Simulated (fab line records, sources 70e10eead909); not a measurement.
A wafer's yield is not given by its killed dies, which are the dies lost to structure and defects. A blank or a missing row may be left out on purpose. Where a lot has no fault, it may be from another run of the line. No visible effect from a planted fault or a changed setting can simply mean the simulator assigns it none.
fab line records | flow nandHarc
[record] lots = 24 wafers = 72 lastDay = 34
route steps=1302 shown A_M1@1179 A_BONDPAD@1204 THIN_TSV@1246
lots with no fault: from the same line, run without faults
startH: hours from the record's first day to the start of the lot's first wafer shown | waitH: time in hours since the lot's previous step | " the same as in the row above | L1.1+2: several wafers, shown together as one row | - either no value or no given start | * or withheld: withheld | < > ~ a bound
route shown NAME@n: NAME is a module with steps in the file, n the number in the route of the first one | usual: mean and standard deviation over wafers with no fault | same: alike in all rows | chamber/n: place in a boat | sites: readings site by site | _std_site: the values' standard deviation | _edge_site: inner sites' mean taken away from outer sites' mean | radiusMm: for every site, how far away it sits from the centre of the wafer | mask NAME#n: copy n | behind: the most recent tool/chamber to have shaped the wafer | hold: the reason the lot was held/the length of the hold in hours/how it ended | device: whichever transistor did not switch (one of n, p or np) | end of line: the tests these same wafers got at the end of their route | where a step has no rows: the recipe by itself | killed: at the first sort, the dies lost to defects and structure; wafer yield is something else | map: per-die view of a wafer (x killed, . not killed, _ where there is no die)
set.NAME: the setting as run; set.NAME@STEP: as run at that earlier step | model.NAME: the simulator's own value behind a step, which no gauge read
steps of the route over a sample of lots; a table a step, a row a wafer
services: the hour from which a tool's chamber was out of use, counted from the record's first day as startH (under 0 if before that day), plus the number of hours and why
[[steps]]
[step NHARC_A_M1_CD_MEAS_09]
[recipe] targetCdNm = 120 landingEnergyEv = 500
[usual] cdNm = 120.3/0.59
// columns lot.wafer tool chamber startH waitH cdNm
L074.2 cdSem-02 0 517.09 - 120.7
L074.5 " 0 " " 119.6
L074.6 " 0 " " 120.4
L075.2 cdSem-02 0 532.45 - 120.1
L075.5 " 0 " " 119.6
L075.6 " 0 " " 120.4
L076.1 cdSem-02 0 553.07 - 118.7
L076.2 " 0 " " 120.5
L076.6 " 0 " " 119.3
L077.1 cdSem-01 0 557.46 - 120.9
L077.3 " 0 " " 120.6
L077.5 " 0 " " 120.6
L078.2 cdSem-03 0 559.57 - 120.5
L078.3 " 0 " " 119.3
L078.4 " 0 " " 120.0
L080.3 cdSem-03 0 592.47 - 119.4
L080.5 " 0 " " 119.9
L080.6 " 0 " " 120.5
L079.2 cdSem-03 0 593.23 - 120.3
L079.3 " 0 " " 120.6
L079.4 " 0 " " 120.3
L081.4 cdSem-01 0 595.97 - 119.9
L081.5 " 0 " " 120.5
L081.6 " 0 " " 120.3
L082.1 cdSem-02 0 607.71 - 121.0
L082.2 " 0 " " 120.5
L082.4 " 0 " " 120.6
L083.2 cdSem-03 0 615.76 - 120.4
L083.3 " 0 " " 119.9
L083.6 " 0 " " 119.8
L085.1 cdSem-02 0 629.60 - 121.6
L085.3 " 0 " " 121.2
L085.6 " 0 " " 120.3
L084.2 cdSem-03 0 634.18 - 120.1
L084.4 " 0 " " 120.1
L084.5 " 0 " " 119.8
L086.2 cdSem-02 0 642.03 - 121.6
L086.4 " 0 " " 121.1
L086.5 " 0 " " 120.6
L087.1 cdSem-01 0 654.33 - 120.9
L087.3 " 0 " " 120.2
L087.4 " 0 " " 120.2
L088.1 cdSem-01 0 655.45 - 120.7
L088.5 " 0 " " 121.0
L088.6 " 0 " " 120.2
L090.1 cdSem-01 0 671.53 - 119.7
L090.4 " 0 " " 120.1
L090.6 " 0 " " 119.9
L089.1 cdSem-01 0 676.22 - 119.3
L089.4 " 0 " " 120.4
L089.5 " 0 " " 119.8
L092.2 cdSem-01 0 699.44 - 120.1
L092.4 " 0 " " 120.8
L092.5 " 0 " " 120.7
L091.2 cdSem-02 0 709.57 - 120.3
L091.3 " 0 " " 119.9
L091.6 " 0 " " 120.3
L094.1 cdSem-01 0 723.08 - 120.5
L094.4 " 0 " " 120.8
L094.6 " 0 " " 120.8
L093.4 cdSem-02 0 725.89 - 120.4
L093.5 " 0 " " 120.4
L093.6 " 0 " " 121.1
L095.1 cdSem-01 0 742.77 - 120.4
L095.3 " 0 " " 121.2
L095.6 " 0 " " 120.1
L096.1 cdSem-02 0 759.69 - 120.1
L096.4 " 0 " " 119.5
L096.6 " 0 " " 119.0
L097.2 cdSem-03 0 776.12 - 120.5
L097.3 " 0 " " 121.0
L097.5 " 0 " " 120.9
[step NHARC_A_BONDPAD_THK_MEAS_30]
[recipe] thkMeasGauge = ellipsometry
[usual] thkNm = 199.4/1.6
// columns lot.wafer tool chamber startH waitH thkNm
L074.2 filmMetro-02 - 521.53 0.2 197.9
L074.5 " - " " 198.1
L074.6 " - " " 197.2
L075.2 filmMetro-02 - 536.55 0.2 202.2
L075.5 " - " " 197.8
L075.6 " - " " 200.1
L076.1 filmMetro-02 - 557.34 0.1 198.5
L076.2 " - " " 197.2
L076.6 " - " " 198.3
L077.1 filmMetro-01 - 561.82 0.2 201.5
L077.3 " - " " 201.7
L077.5 " - " " 202.7
L078.2 filmMetro-02 - 563.76 0.2 198.8
L078.3 " - " " 198.6
L078.4 " - " " 199.8
L080.3 filmMetro-01 - 596.80 0.2 201.2
L080.5 " - " " 199.9
L080.6 " - " " 198.2
L079.2 filmMetro-02 - 597.37 0.2 199.1
L079.3 " - " " 200.2
L079.4 " - " " 199.3
L081.4 filmMetro-02 - 600.34 0.2 202.7
L081.5 " - " " 198.7
L081.6 " - " " 198.9
L082.1 filmMetro-01 - 611.87 0.2 198.2
L082.2 " - " " 201.2
L082.4 " - " " 199.5
L083.2 filmMetro-01 - 619.86 0.2 201.1
L083.3 " - " " 200.7
L083.6 " - " " 196.0
L085.1 filmMetro-01 - 633.72 0.2 198.5
L085.3 " - " " 199.2
L085.6 " - " " 200.8
L084.2 filmMetro-02 - 638.34 0.2 199.9
L084.4 " - " " 198.3
L084.5 " - " " 198.1
L086.2 filmMetro-01 - 646.24 0.2 201.6
L086.4 " - " " 195.8
L086.5 " - " " 200.6
L087.1 filmMetro-02 - 658.44 0.2 200.5
L087.3 " - " " 197.7
L087.4 " - " " 200.8
L088.1 filmMetro-02 - 659.61 0.1 199.3
L088.5 " - " " 198.7
L088.6 " - " " 197.9
L090.1 filmMetro-02 - 675.91 0.1 202.0
L090.4 " - " " 198.8
L090.6 " - " " 202.0
L089.1 filmMetro-01 - 680.49 0.2 199.2
L089.4 " - " " 198.2
L089.5 " - " " 198.5
L092.2 filmMetro-02 - 703.63 0.2 198.0
L092.4 " - " " 198.7
L092.5 " - " " 197.7
L091.2 filmMetro-01 - 713.70 0.1 197.3
L091.3 " - " " 198.4
L091.6 " - " " 196.5
L094.1 filmMetro-01 - 727.36 0.2 198.7
L094.4 " - " " 198.0
L094.6 " - " " 198.2
L093.4 filmMetro-01 - 730.03 0.2 198.9
L093.5 " - " " 195.7
L093.6 " - " " 197.7
L095.1 filmMetro-01 - 746.89 0.2 198.6
L095.3 " - " " 199.7
L095.6 " - " " 199.7
L096.1 filmMetro-01 - 763.81 0.2 196.0
L096.4 " - " " 201.0
L096.6 " - " " 201.3
L097.2 filmMetro-01 - 780.27 0.2 199.8
L097.3 " - " " 200.0
L097.5 " - " " 199.5
[step NHARC_A_BONDPAD_CD_MEAS_13]
[usual] cdNm = 499.0/2
// columns lot.wafer tool chamber startH waitH cdNm
L074.2 cdSem-03 - 522.51 - 498.9
L074.5 " - " " 498.2
L074.6 " - " " 499.3
L075.2 cdSem-02 - 537.64 - 496.6
L075.5 " - " " 497.1
L075.6 " - " " 498.7
L076.1 cdSem-03 - 558.49 - 497.9
L076.2 " - " " 501.3
L076.6 " - " " 498.5
L077.1 cdSem-02 - 562.91 - 497.0
L077.3 " - " " 497.8
L077.5 " - " " 497.8
L078.2 cdSem-02 - 564.85 - 498.9
L078.3 " - " " 497.3
L078.4 " - " " 495.3
L080.3 cdSem-01 - 597.77 - 495.3
L080.5 " - " " 497.6
L080.6 " - " " 499.5
L079.2 cdSem-03 - 598.34 - 495.7
L079.3 " - " " 502.3
L079.4 " - " " 498.1
L081.4 cdSem-01 - 601.48 - 499.6
L081.5 " - " " 500.2
L081.6 " - " " 498.6
L082.1 cdSem-02 - 612.97 - 499.9
L082.2 " - " " 499.8
L082.4 " - " " 497.2
L083.2 cdSem-03 - 620.96 - 497.4
L083.3 " - " " 497.6
L083.6 " - " " 498.5
L085.1 cdSem-01 - 634.81 - 496.7
L085.3 " - " " 498.7
L085.6 " - " " 499.1
L084.2 cdSem-01 - 639.44 - 500.6
L084.4 " - " " 502.2
L084.5 " - " " 502.3
L086.2 cdSem-02 - 647.21 - 498.3
L086.4 " - " " 498.5
L086.5 " - " " 497.8
L087.1 cdSem-03 - 659.46 - 500.3
L087.3 " - " " 501.2
L087.4 " - " " 499.1
L088.1 cdSem-03 - 660.86 - 497.6
L088.5 " - " " 499.5
L088.6 " - " " 500.4
L090.1 cdSem-02 - 677.00 - 499.3
L090.4 " - " " 498.5
L090.6 " - " " 498.8
L089.1 cdSem-01 - 681.46 - 499.2
L089.4 " - " " 499.8
L089.5 " - " " 499.7
L092.2 cdSem-03 - 704.72 - 501.4
L092.4 " - " " 496.7
L092.5 " - " " 497.1
L091.2 cdSem-01 - 714.79 - 498.8
L091.3 " - " " 499.9
L091.6 " - " " 500.0
L094.1 cdSem-02 - 728.38 - 502.2
L094.4 " - " " 499.0
L094.6 " - " " 496.2
L093.4 cdSem-03 - 731.13 - 502.3
L093.5 " - " " 500.4
L093.6 " - " " 502.7
L095.1 cdSem-02 - 747.98 - 498.0
L095.3 " - " " 499.2
L095.6 " - " " 496.8
L096.1 cdSem-03 - 764.78 - 498.7
L096.4 " - " " 498.0
L096.6 " - " " 499.5
L097.2 cdSem-03 - 781.36 - 498.9
L097.3 " - " " 501.6
L097.5 " - " " 495.5
[step NHARC_THIN_TSV_THK_MEAS_02]
[recipe] thkMeasGauge = ir
[usual] thkNm = 3035/220
// columns lot.wafer tool chamber startH waitH thkNm
L074.2 filmMetro-02 - 536.33 0.2 2850
L074.5 " - " " 3309
L074.6 " - " " 3196
L075.2 filmMetro-02 - 551.14 0.2 3061
L075.5 " - " " 3159
L075.6 " - " " 2937
L076.1 filmMetro-02 - 571.94 0.2 2975
L076.2 " - " " 3243
L076.6 " - " " 2816
L077.1 filmMetro-02 - 576.09 0.2 3169
L077.3 " - " " 3538
L077.5 " - " " 2864
L078.2 filmMetro-01 - 577.29 0.2 3072
L078.3 " - " " 2759
L078.4 " - " " 2924
L080.3 filmMetro-01 - 611.14 - 2828
L080.5 " - " " 3232
L080.6 " - " " 3160
L079.2 filmMetro-01 - 612.35 - 3159
L079.3 " - " " 2874
L079.4 " - " " 2932
L081.4 filmMetro-02 - 615.22 - 2758
L081.5 " - " " 2666
L081.6 " - " " 2621
L082.1 filmMetro-01 - 626.65 - 3193
L082.2 " - " " 3266
L082.4 " - " " 3197
L083.2 filmMetro-02 - 634.46 0.2 3223
L083.3 " - " " 2923
L083.6 " - " " 2864
L085.1 filmMetro-01 - 648.17 0.2 2691
L085.3 " - " " 2902
L085.6 " - " " 2598
L084.2 filmMetro-02 - 654.81 - 2531
L084.4 " - " " 3160
L084.5 " - " " 2855
L086.2 filmMetro-02 - 662.74 - 3105
L086.4 " - " " 3032
L086.5 " - " " 3167
L087.1 filmMetro-02 - 676.77 - 3255
L087.3 " - " " 3045
L087.4 " - " " 3325
L088.1 filmMetro-01 - 677.98 - 2906
L088.5 " - " " 2979
L088.6 " - " " 3281
L090.1 filmMetro-01 - 693.24 - 2751
L090.4 " - " " 3123
L090.6 " - " " 2836
L089.1 filmMetro-01 - 694.44 0.2 2804
L089.4 " - " " 2693
L089.5 " - " " 2730
L092.2 filmMetro-02 - 718.16 - 3170
L092.4 " - " " 3082
L092.5 " - " " 3230
L091.2 filmMetro-01 - 728.23 - 3085
L091.3 " - " " 3095
L091.6 " - " " 3436
L093.4 filmMetro-02 - 745.50 0.2 3458
L093.5 " - " " 3475
L093.6 " - " " 3168
L094.1 filmMetro-02 - 746.67 0.2 3065
L094.4 " - " " 2742
L094.6 " - " " 2866
L095.1 filmMetro-02 - 761.72 - 2924
L095.3 " - " " 3013
L095.6 " - " " 2939
L096.1 filmMetro-02 - 779.10 - 3429
L096.4 " - " " 3101
L096.6 " - " " 3116
L097.2 filmMetro-02 - 797.03 - 3224
L097.3 " - " " 2877
L097.5 " - " " 3002
[step NHARC_THIN_TSV_DEGAS_49]
[recipe] tempC = 300 timeS = 120
[usual] heaterPowerW = 476/46
// columns lot.wafer tool chamber startH waitH heaterPowerW
L074.2 pvdSputter-01 - 540.97 0.1 512
L074.6 " - " " 422
L074.5 " - " " 534
L075.2 pvdSputter-01 - 555.18 0.1 460
L075.6 " - " " 462
L075.5 " - " " 419
L076.1 pvdSputter-02 - 575.64 0.1 465
L076.2 " - " " 436
L076.6 " - " " 487
L077.3 pvdSputter-03 - 580.15 0.1 573
L077.1 " - " " 434
L077.5 " - " " 566
L078.2 pvdSputter-02 - 581.50 0.2 469
L078.4 " - " " 546
L078.3 " - " " 502
L080.3 pvdSputter-02 - 614.98 0.1 486
L080.5 " - " " 480
L080.6 " - " " 474
L079.4 pvdSputter-01 - 616.04 0.1 431
L079.2 " - " " 537
L079.3 " - " " 478
L081.4 pvdSputter-03 - 619.09 0.1 456
L081.5 " - " " 570
L081.6 " - " " 435
L082.2 pvdSputter-01 - 630.46 0.1 396
L082.1 " - " " 470
L082.4 " - " " 427
L083.2 pvdSputter-03 - 638.41 0.1 451
L083.3 " - " " 489
L083.6 " - " " 434
L085.1 pvdSputter-03 - 652.59 0.1 437
L085.3 " - " " 562
L085.6 " - " " 442
L084.2 pvdSputter-02 - 658.50 0.1 535
L084.4 " - " " 502
L084.5 " - " " 536
L086.4 pvdSputter-02 - 666.47 0.1 466
L086.2 " - " " 421
L086.5 " - " " 469
L087.3 pvdSputter-02 - 680.73 0.1 431
L087.4 " - " " 507
L087.1 " - " " 451
L088.1 pvdSputter-02 - 681.90 0.2 557
L088.5 " - " " 458
L088.6 " - " " 528
L090.4 pvdSputter-03 - 697.16 0.1 566
L090.1 " - " " 442
L090.6 " - " " 438
L089.4 pvdSputter-02 - 698.32 0.1 532
L089.1 " - " " 417
L089.5 " - " " 530
L092.2 pvdSputter-02 - 722.54 0.1 502
L092.4 " - " " 524
L092.5 " - " " 508
L091.3 pvdSputter-02 - 732.06 0.1 456
L091.2 " - " " 420
L091.6 " - " " 468
L093.4 pvdSputter-02 - 749.34 0.1 463
L093.5 " - " " 418
L093.6 " - " " 513
L094.4 pvdSputter-01 - 750.49 0.1 437
L094.1 " - " " 398
L094.6 " - " " 475
L095.3 pvdSputter-01 - 765.52 0.1 474
L095.1 " - " " 401
L095.6 " - " " 420
L096.1 pvdSputter-03 - 783.11 0.1 562
L096.4 " - " " 448
L096.6 " - " " 562
L097.2 pvdSputter-02 - 800.75 0.1 427
L097.3 " - " " 513
L097.5 " - " " 501
[step NHARC_THIN_TSV_STRIP_56]
[recipe] powerW = 1500 tempC = 250 chemistry = O2
[usual] drypumpMotorCurrentA = 6.1/0.6 heaterPowerW = 356/35
// columns lot.wafer tool chamber startH waitH drypumpMotorCurrentA heaterPowerW rfHoursCounterH
L074.2 plasmaAsher-01 0 544.77 0.1 6.7 381 4
L074.6 " 0 " " 6.7 373 -
L074.5 " 1 " " 6.4 405 -
L075.2 plasmaAsher-01 0 558.99 0.1 6.7 372 6
L075.5 " 0 " " 6.7 376 -
L075.6 " 1 " " 6.4 385 -
L076.1 plasmaAsher-01 1 579.42 0.1 6.3 396 9
L076.2 " 0 " " 6.6 371 9
L076.6 " 1 " " 6.4 389 -
L077.1 plasmaAsher-02 0 583.91 0.1 5.1 353 34
L077.3 " 0 " " 5.1 356 -
L077.5 " 0 " " 5.1 359 -
L078.2 plasmaAsher-01 0 585.16 0.1 6.7 384 12
L078.3 " 0 " " 6.7 375 -
L078.4 " 1 " " 6.4 401 -
L080.3 plasmaAsher-02 1 618.71 0.2 6.3 305 -
L080.6 " 1 " " 6.3 309 -
L080.5 " 0 " " 5.1 365 -
L079.2 plasmaAsher-01 1 619.68 0.1 6.4 403 18
L079.3 " 1 " " 6.4 406 -
L079.4 " 0 " " 6.7 369 -
L081.4 plasmaAsher-02 0 623.01 0.4 5.1 359 -
L081.5 " 1 " " 6.2 304 -
L081.6 " 0 " " 5.1 362 -
L082.1 plasmaAsher-02 0 634.13 0.1 5.1 360 5
L082.2 " 1 " " 6.3 301 5
L082.4 " 1 " " 6.3 310 -
L083.2 plasmaAsher-02 0 642.11 0.1 5.1 356 7
L083.3 " 1 " " 6.3 298 -
L083.6 " 0 " " 5.1 375 -
L085.1 plasmaAsher-02 0 656.39 0.1 5.1 356 10
L085.3 " 1 " " 6.3 300 -
L085.6 " 1 " " 6.3 298 -
L084.2 plasmaAsher-02 1 662.15 0.1 6.3 306 11
L084.4 " 0 " " 5.1 365 -
L084.5 " 0 " " 5.1 358 -
L086.2 plasmaAsher-01 0 670.32 0.1 6.6 370 28
L086.4 " 0 " " 6.6 372 -
L086.5 " 0 " " 6.6 381 -
L087.1 plasmaAsher-02 1 684.50 0.1 6.3 298 17
L087.4 " 1 " " 6.3 309 -
L087.3 " 0 " " 5.1 365 -
L088.1 plasmaAsher-02 1 685.70 0.1 6.3 306 17
L088.6 " 0 " " 5.1 363 -
L088.5 " 1 " " 6.3 298 -
L090.1 plasmaAsher-02 0 700.81 0.1 5.1 360 20
L090.4 " 1 " " 6.3 298 -
L090.6 " 0 " " 5.1 359 -
L089.1 plasmaAsher-02 1 701.95 0.1 6.3 302 20
L089.4 " 0 " " 5.1 364 -
L089.5 " 1 " " 6.3 296 -
L092.2 plasmaAsher-01 0 726.29 0.1 6.7 353 3
L092.4 " 0 " " 6.6 360 -
L092.5 " 0 " " 6.7 353 -
L091.2 plasmaAsher-01 0 735.71 0.1 6.6 361 5
L091.3 " 1 " " 6.5 395 -
L091.6 " 0 " " 6.6 355 -
L093.4 plasmaAsher-02 1 753.17 0.2 6.3 295 -
L093.5 " 1 " " 6.3 292 -
L093.6 " 0 " " 5.1 354 -
L094.1 plasmaAsher-01 0 754.13 0.1 6.6 362 9
L094.4 " 1 " " 6.4 391 -
L094.6 " 0 " " 6.6 355 -
L095.1 plasmaAsher-01 0 769.28 0.1 6.7 353 12
L095.3 " 0 " " 6.6 354 -
L095.6 " 0 " " 6.7 349 -
L096.1 plasmaAsher-01 1 787.01 0.1 6.4 399 17
L096.4 " 1 " " 6.4 399 -
L096.6 " 0 " " 6.7 353 -
L097.2 plasmaAsher-01 0 804.79 0.1 6.6 350 21
L097.3 " 0 " " 6.6 352 -
L097.5 " 0 " " 6.7 354 -
[[services]]
// columns tool chamber startH hours kind
plasmaAsher-01 - 519.15 9.0 pm
plasmaAsher-01 0 519.15 9.0 ventCycle
plasmaAsher-01 1 519.15 9.0 ventCycle
pvdSputter-03 - 526.14 10.0 pm
plasmaAsher-01 0 528.15 - clean
plasmaAsher-01 1 528.15 - clean
plasmaAsher-01 - 529.12 5.2 repair
pvdSputter-03 - 558.22 1.5 repair
pvdSputter-01 - 565.91 27.1 repair
pvdSputter-03 - 573.89 4.1 repair
pvdSputter-01 - 593.01 10.0 pm
plasmaAsher-02 - 603.00 9.0 pm
plasmaAsher-02 0 603.00 9.0 ventCycle
plasmaAsher-02 1 603.00 9.0 ventCycle
plasmaAsher-02 0 612.00 - clean
plasmaAsher-02 1 612.00 - clean
pvdSputter-02 - 639.67 10.0 pm
plasmaAsher-01 - 696.20 9.0 pm
pvdSputter-03 - 704.14 10.0 pm
pvdSputter-03 - 731.36 42.5 repair
pvdSputter-01 - 758.24 1.0 repair
pvdSputter-02 - 768.80 4.0 repair
pvdSputter-01 - 771.07 10.0 pm
plasmaAsher-02 - 780.05 9.0 pm
[[key]]
fault none
